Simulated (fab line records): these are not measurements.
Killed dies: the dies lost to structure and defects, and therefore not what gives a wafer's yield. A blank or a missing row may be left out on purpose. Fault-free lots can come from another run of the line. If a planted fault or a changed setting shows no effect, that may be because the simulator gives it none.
The tool behind it: which one? :: flow n5 finfet :: 26 wafers from 9 lots sampled at 4 of the route's 1938 steps

## WHAT THE GAUGES READ, wafer by wafer
N5_BEOL_M12_THK_MEAS_01.
lot: L802
measured: day 11 06:17
on: film metro-01
M12_ILD_THK (nm): 656 663 671

lot: L803
measured: day 11 22:41
on: film metro-01
M12_ILD_THK (nm): 666 668 669

lot: L805
measured: day 12 23:01
on: film metro-02
M12_ILD_THK (nm): 673 659 660

lot: L809
measured: day 13 13:34
on: film metro-02
M12_ILD_THK (nm): 649 653 670

lot: L810
measured: day 13 18:53
on: film metro-02
M12_ILD_THK (nm): 667 666 674

lot: L818
measured: day 15 19:14
on: film metro-01
M12_ILD_THK (nm): 660 559 675

lot: L819
measured: day 16 01:21
on: film metro-01
M12_ILD_THK (nm): 648 654 561

lot: L820
measured: day 16 19:58
on: film metro-02
M12_ILD_THK (nm): 654 648

lot: L822
measured: day 17 05:43
on: film metro-02
M12_ILD_THK (nm): 650 669 658

## EACH LOT AND THE TOOL THAT RAN IT (in order: tool; ch and the chambers of the sampled wafers; start)
lot: L802
N5_BEOL_M11_ETCH_41: rie diel-04 ch 0,2, day 11 02:37 or earlier
N5_BEOL_M11_SPUTTER_48: pvd sputter-03, day 11 04:04
N5_BEOL_M12_ILD_DEP_00: pecvd-04 ch 0,1,2, day 11 06:09

lot: L803
N5_BEOL_M11_ETCH_41: rie diel-06 ch 0,1,2, day 11 17:20 or earlier
N5_BEOL_M11_SPUTTER_48: pvd sputter-02, day 11 18:35
N5_BEOL_M12_ILD_DEP_00: pecvd-04 ch 1,2, day 11 22:34

lot: L805
N5_BEOL_M11_ETCH_41: rie diel-05 ch 1,2,3, day 12 19:27 or earlier
N5_BEOL_M11_SPUTTER_48: pvd sputter-01, day 12 21:52
N5_BEOL_M12_ILD_DEP_00: pecvd-03 ch 0,1,2, day 12 22:56

lot: L809
N5_BEOL_M11_ETCH_41: rie diel-06 ch 0,1,3, day 13 09:11 or earlier
N5_BEOL_M11_SPUTTER_48: pvd sputter-01, day 13 12:25
N5_BEOL_M12_ILD_DEP_00: pecvd-04 ch 1,2, day 13 13:26

lot: L810
N5_BEOL_M11_ETCH_41: rie diel-04 ch 0,1,3, day 13 15:25 or earlier
N5_BEOL_M11_SPUTTER_48: pvd sputter-02, day 13 17:13
N5_BEOL_M12_ILD_DEP_00: pecvd-04 ch 1,2, day 13 18:45

lot: L818
N5_BEOL_M11_ETCH_41: rie diel-04 ch 0,1,2, day 15 12:30 or earlier
N5_BEOL_M11_SPUTTER_48: pvd sputter-03, day 15 17:58
N5_BEOL_M12_ILD_DEP_00: pecvd-04 ch 0,2, day 15 19:06

lot: L819
N5_BEOL_M11_ETCH_41: rie diel-04 ch 0,1,3, day 15 21:34 or earlier
N5_BEOL_M11_SPUTTER_48: pvd sputter-02, day 16 00:12
N5_BEOL_M12_ILD_DEP_00: pecvd-04 ch 0,2, day 16 01:13

lot: L820
N5_BEOL_M11_ETCH_41: rie diel-05 ch 0,2, day 16 16:06 or earlier
N5_BEOL_M11_SPUTTER_48: pvd sputter-02, day 16 18:46
N5_BEOL_M12_ILD_DEP_00: pecvd-01 ch 1,2, day 16 19:50

lot: L822
N5_BEOL_M11_ETCH_41: rie diel-06 ch 0,1,3, day 16 23:44 or earlier
N5_BEOL_M11_SPUTTER_48: pvd sputter-01, day 17 04:31
N5_BEOL_M12_ILD_DEP_00: pecvd-03 ch 0,2, day 17 05:34
- N5_BEOL_M11_ETCH_41: etches SiCN in CH3F/O2, target depth 42.6 nm, time 86 s.
- N5_BEOL_M11_SPUTTER_48: material Cu, target thk 12 nm, time 2 s.
- N5_BEOL_M12_ILD_DEP_00: deposits SiOC from DEMS/O2, target thk 658.92 nm, time 130.7 s.

## THE ANSWER, worked out from the rows above alone
Rule: the usual values come from the lots themselves. Put in order of their means at a reading, lots are off if they are a third of the lots or fewer, leave a main group of 4 or more, and stand apart from it by a gap of 3 or more times the standard deviation of the main group's means; of several such gaps the widest counts. A main group is skipped when, at the precision printed for the reading in the tables above, its means are all equal. A lot without any number at a reading at which 4 lots or more have one is off too. The other lots that the step has rows for count as sound.
Off: at N5_BEOL_M12_THK_MEAS_01 (M12_ILD_THK), L818, L819. The main group: mean 662 nm, standard deviation 5.8.
A tool fits if, at a process step before that reading, it ran every lot that is off, and no sound lot after the first of them. Those tools and the gauges at N5_BEOL_M12_THK_MEAS_01 are tried in the same way. N5_BEOL_M11_ETCH_41: start missing for some lots; hours and lot order therefore follow N5_BEOL_M11_OCD_MEAS_38. Can't be told from this: 3 tools fit, rie diel-04 at N5_BEOL_M11_ETCH_41, pecvd-04 at N5_BEOL_M12_ILD_DEP_00, film metro-01 at N5_BEOL_M12_THK_MEAS_01.

## WHAT HAD BEEN PUT IN BY THE SIMULATOR
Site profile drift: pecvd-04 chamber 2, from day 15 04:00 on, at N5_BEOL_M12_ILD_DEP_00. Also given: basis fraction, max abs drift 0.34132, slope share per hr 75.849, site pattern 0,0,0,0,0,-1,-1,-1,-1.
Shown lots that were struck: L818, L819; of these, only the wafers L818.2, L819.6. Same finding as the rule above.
